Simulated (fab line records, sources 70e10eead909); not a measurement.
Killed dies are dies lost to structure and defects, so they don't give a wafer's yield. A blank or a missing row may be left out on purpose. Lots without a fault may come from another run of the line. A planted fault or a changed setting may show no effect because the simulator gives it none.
Tool commonality check | flow nand_harc | 1 lot, 3 wafers sampled

WHY IT WAS OPENED
At NHARC_END_SORT_01 the reading killed_at_periphery is flagged on 1 of 1 lot. Wafers without a fault read 3.2, standard deviation 2.2.
Rule: a lot is flagged when every wafer of it that has a number lies more than 4 standard deviations from that mean, or none has a number. The other lots count as sound.

lot  | measured     | on        | killed_at_periphery, wafer by wafer | flag
L655 | day 21 19:02 | prober-02 | 647 642 646                         | FLAGGED
The numbers of the flagged lots are 645.0 on average: +641.8 against the usual, or +99 or more standard deviations.

WHICH TOOL RAN EACH LOT
The record holds 4 process steps before the reading, out of a route of 1159 steps. In each cell: the tool, then ch and the chambers that the sampled wafers went through, then the start.
lot  | flag    | NHARC_P_GATE_ETCH_104           | NHARC_P_GATE_EXPOSE_43           | NHARC_P_GATE_STRIP_75             | NHARC_P_GATE_STRIP_112
L655 | FLAGGED | rie_diel-13 ch 1,3, day 7 01:18 | krf_scanner-01 ch 0, day 7 12:47 | plasma_asher-01 ch 1, day 7 13:50 | plasma_asher-02 ch 0,1, day 7 15:14
What these steps do:
- NHARC_P_GATE_ETCH_104: etches the open film in CF4/CHF3, target depth 60 nm.
- NHARC_P_GATE_EXPOSE_43: exposes mask P NSD, target cd 720 nm.
- NHARC_P_GATE_STRIP_75: strips in O2.
- NHARC_P_GATE_STRIP_112: strips in N2/H2, time 200 s.
- NHARC_END_SORT_01

FLAGGED OVER TOTAL, TOOL BY TOOL (the gauges that took the reading come last)
step                   | tool            | lots run | flagged | share of the flagged lots | sound lots run after its first flagged lot
NHARC_P_GATE_ETCH_104  | rie_diel-13     | 1        | 1       | all                       | 0
NHARC_P_GATE_EXPOSE_43 | krf_scanner-01  | 1        | 1       | all                       | 0
NHARC_P_GATE_STRIP_75  | plasma_asher-01 | 1        | 1       | all                       | 0
NHARC_P_GATE_STRIP_112 | plasma_asher-02 | 1        | 1       | all                       | 0
NHARC_END_SORT_01      | prober-02       | 1        | 1       | all                       | 0

WHAT THE TABLE ALLOWS
5 rows of the table ran every flagged lot: rie_diel-13 at NHARC_P_GATE_ETCH_104, krf_scanner-01 at NHARC_P_GATE_EXPOSE_43, plasma_asher-01 at NHARC_P_GATE_STRIP_75, plasma_asher-02 at NHARC_P_GATE_STRIP_112, prober-02 at NHARC_END_SORT_01.
- rie_diel-13 at NHARC_P_GATE_ETCH_104: 1 of its 1 lot flagged. It ran no sound lot before its first flagged lot in this sample, so the start can't be narrowed down.
- krf_scanner-01 at NHARC_P_GATE_EXPOSE_43: 1 of its 1 lot flagged. It ran no sound lot before its first flagged lot in this sample, so the start can't be narrowed down.
- plasma_asher-01 at NHARC_P_GATE_STRIP_75: 1 of its 1 lot flagged. It ran no sound lot before its first flagged lot in this sample, so the start can't be narrowed down.
- plasma_asher-02 at NHARC_P_GATE_STRIP_112: 1 of its 1 lot flagged. It ran no sound lot before its first flagged lot in this sample, so the start can't be narrowed down.
- prober-02 at NHARC_END_SORT_01: 1 of its 1 lot flagged. It ran no sound lot before its first flagged lot in this sample, so the start can't be narrowed down.
Counting lots can't tell these 5 tools apart, because each fits a fault that began at some hour. More lots, or a look at what each step does to the wafer, might.

WHAT THE SIMULATOR HAD PUT IN
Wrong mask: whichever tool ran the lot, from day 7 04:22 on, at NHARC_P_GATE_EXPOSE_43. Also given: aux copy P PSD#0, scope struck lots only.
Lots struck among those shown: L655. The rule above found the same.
